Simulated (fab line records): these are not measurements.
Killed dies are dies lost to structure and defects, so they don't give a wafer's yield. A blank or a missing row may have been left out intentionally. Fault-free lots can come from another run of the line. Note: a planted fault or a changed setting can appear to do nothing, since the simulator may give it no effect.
Problem report, 8D (eight disciplines) form, completed by code | flow n5 finfet | the parts of the form that need people (team, actions taken, sign-off) are left out

== 1. THE PROBLEM ==
spin speed rpm at N5_BEOL_M0_CUTY_COAT_50 reads a mean of 1646.9 rpm on 6 wafers of 2 lots; wafers without a fault read 1500.1 rpm with a standard deviation of 0.93. That is +99 or more standard deviations from the usual mean.
The step: time 60 s, resist thk 15 nm.
First observed at day 9 17:13: wafer L568.1, on litho track-05. The record has a number at this step for 27 wafers belonging to 9 lots. The rule behind "out" and "out of limits": a value lying over 4 standard deviations away from the usual mean. All remaining wafers that have a number are taken as sound.

== 2. WHAT IT IS; WHAT IT IS NOT ==
question                    | is                     | is not
which readings at this step | spin speed rpm         | resist line temp C
which lots                  | L568, L569             | L554, L556, L558, L561, L567, L573, L574
which wafers of those lots  | all that have a number | -
read on which tools         | litho track-05         | litho track-02, litho track-04
when                        | from day 9 17:13       | up to then (15 sound wafers); but 6 sound wafers of L573, L574 came after

== 3. SUSPECTS, AND WHAT RULES EACH OUT ==
Counting: a tool stays on the suspect list if, at a process step up to the reading, it processed all lots that are out and no sound lot following the first of them.
- rie diel-01 at N5_BEOL_M0_SAQP_ETCH_107 (etches SiNx in CH3F/O2, target depth 30 nm): kept. All lots that are out passed through it, beginning with L568 at day 9 14:42, and no sound lot followed; its final sound lot before that point was L567 at day 9 10:36.
- vapor etch-02 at N5_BEOL_M0_SAQP_RECESS_109 (chemistry HF/NH3, target SiO2, target depth 3 nm, afs cycles 1, sublimation time 60 s): ruled out as a lasting fault. The sound lots L573, L574 went through it after L568, its earliest lot that is out (day 9 14:48).
- litho track-05 at N5_BEOL_M0_CUTY_COAT_50 (time 60 s, resist thk 15 nm): kept. All lots that are out passed through it, beginning with L568 at day 9 17:13, and no sound lot followed; its final sound lot before that point was L561 at day 7 15:51. Its own readings are out on those wafers: spin speed rpm.
After counting, rie diel-01 at N5_BEOL_M0_SAQP_ETCH_107 and litho track-05 at N5_BEOL_M0_CUTY_COAT_50 remain.

== 4. THE CAUSE (what the simulator had put in) ==
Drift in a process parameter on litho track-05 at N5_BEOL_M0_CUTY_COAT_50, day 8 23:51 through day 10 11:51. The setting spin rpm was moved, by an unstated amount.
2 suspects survive the count, and this tool is in that group.

== 5. SEQUENCE OF EFFECTS, ordered by route ==
Rows list readings where the struck wafers' mean (over those with a number) sits beyond 3 standard deviations from the usual. Only readings whose record carries a usual standard deviation are examined. hours: median over the lots of the time between each lot's start at the first step of this table that gives one and its start at this step. sigmas: the change, counted in usual standard deviations.
hours | step                    | reading        | usual      | on struck wafers | change | sigmas
0     | N5_BEOL_M0_CUTY_COAT_50 | spin speed rpm | 1500.1 rpm | 1646.9           | +146.8 | +99 or more
Here are the process steps it includes:
- N5_BEOL_M0_CUTY_COAT_50: time 60 s, resist thk 15 nm.
Later measuring or inspecting steps at which every struck wafer that the step has a row for has a number for every such reading, and none has moved that far: N5_BEOL_M4_RC_MEAS_101.

== 6. HOW IT WOULD HAVE BEEN CAUGHT EARLIER ==
17 hours passed between the start of the fault at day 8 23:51 and the first reading out of limits in this record, taken at day 9 17:13.
